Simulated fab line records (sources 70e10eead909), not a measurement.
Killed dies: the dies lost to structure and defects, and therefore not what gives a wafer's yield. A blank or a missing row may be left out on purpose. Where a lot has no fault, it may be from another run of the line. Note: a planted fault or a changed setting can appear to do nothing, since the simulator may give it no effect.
Code-filled problem report in 8D (eight disciplines) form -- flow nand_harc -- the parts of the form that need people (team, actions taken, sign-off) are left out

1. PROBLEM STATEMENT
time_to_endpoint_s at NHARC_P_M0_CMP_23 reads a mean of 7.9 s on 1 wafer of 1 lot; wafers without a fault read 28.9 s with a standard deviation of 2.3. That is -9.1 standard deviations from the usual mean.
The step: polishes, t overpolish 20 s, target thk 117.54 nm.
First seen on wafer L403.5, day 8 02:43, on cmp-01. The record holds 39 wafers of 13 lots with a number at this step. The rule behind "out" and "out of limits": a value lying over 4 standard deviations away from the usual mean. The rest of the wafers with a number are treated as sound.

2. WHAT IT IS, WHAT IT ISN'T
question,is,is not
which readings at this step,time_to_endpoint_s,motor_current_A
which lots,L403,"L398, L399, L400, L411, L413, L414, L415, L416, L417, L418, L420, L421"
which wafers of those lots,L403.5,"L403.2, L403.4"
read on which tools,cmp-01,"cmp-03, cmp-04"
when,from day 8 02:43,"up to then (11 sound wafers); but 27 sound wafers of L411, L413, L414, L415, L416, L417, L418, L420, L421 came after"

3. THE SUSPECTS, EACH WITH WHAT RULES IT OUT
Counting: if a tool at a process step up to the reading ran every lot that is out, it stays a suspect. Sound lots after the first of them don't rule it out here, since some wafers of a struck lot are sound.
- rie_diel-06 at NHARC_P_CONTACT_ETCH_31 (etches the open film in CH3F/O2, target depth 30 nm, time 85.7 s): kept. The lot that is out, L403, ran on it at day 7 21:26; the last sound lot it ran before that was L399, at day 6 07:25. NHARC_P_CONTACT_ETCH_31 gives no start for some lots, so the hours and the order of its lots are those of NHARC_P_CONTACT_DEGAS_38.
- pvd_sputter-03 at NHARC_P_CONTACT_DEGAS_38 (time 60 s): kept. The lot that is out, L403, ran on it at day 7 21:26; the last sound lot it ran before that was L400, at day 6 13:51.
- cmp-03 at NHARC_P_CONTACT_CMP_24 (polishes, t overpolish 30 s, target thk 200 nm): kept. The lot that is out, L403, ran on it at day 7 22:32; the last sound lot it ran before that was L400, at day 6 14:56.
- ecd_cu-02 at NHARC_P_M0_ECD_22 (material Cu, target thk 400 nm): kept. The lot that is out, L403, ran on it at day 8 02:00; the last sound lot it ran before that was L400, at day 6 17:48.
- cmp-01 at NHARC_P_M0_CMP_23 (polishes, t overpolish 20 s, target thk 117.54 nm): kept. The lot that is out, L403, ran on it at day 8 02:43; the last sound lot it ran before that was L399, at day 6 12:16. Its own time_to_endpoint_s readings are out on those wafers.
- Within rie_diel-06 at NHARC_P_CONTACT_ETCH_31: the wafers that are out ran in chamber 3; their sound lot-mates ran in chambers 1, 2.
- Within cmp-01 at NHARC_P_M0_CMP_23: the wafers that are out ran in chamber 3; their sound lot-mates ran in chambers 1, 2.
Left after counting: rie_diel-06 at NHARC_P_CONTACT_ETCH_31, pvd_sputter-03 at NHARC_P_CONTACT_DEGAS_38, cmp-03 at NHARC_P_CONTACT_CMP_24, ecd_cu-02 at NHARC_P_M0_ECD_22, cmp-01 at NHARC_P_M0_CMP_23.

4. THE CAUSE (what the simulator had put in)
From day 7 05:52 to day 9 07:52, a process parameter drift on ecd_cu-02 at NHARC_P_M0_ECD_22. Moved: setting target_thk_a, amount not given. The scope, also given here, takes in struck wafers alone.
5 suspects survive the count, and this tool is in that group.

5. SEQUENCE OF EFFECTS, ordered by route
Each row: a reading where the mean over the struck wafers with a number is more than 3 standard deviations away from the usual. Only readings for which the record gives a usual standard deviation are gone through. hours: the time from each lot's start at the first step in this table that gives one to its start at this step, as a median over the lots. sigmas: the change in usual standard deviations.
hours,step,reading,usual,on struck wafers,change,sigmas
0,NHARC_P_M0_CMP_23,time_to_endpoint_s,28.9 s,7.9,-21.0,-9.1
Its process steps:
- NHARC_P_M0_CMP_23: polishes, t overpolish 20 s, target thk 117.54 nm.

6. WHAT WOULD HAVE CAUGHT IT SOONER
In this record no reading fell out of limits until day 8 02:43, 21 hours after the fault had begun at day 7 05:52.
By day 8 02:43, every lot that is out (1) had started NHARC_P_M0_ECD_22 on ecd_cu-02. Holding the tool at that point would not have protected any of them.
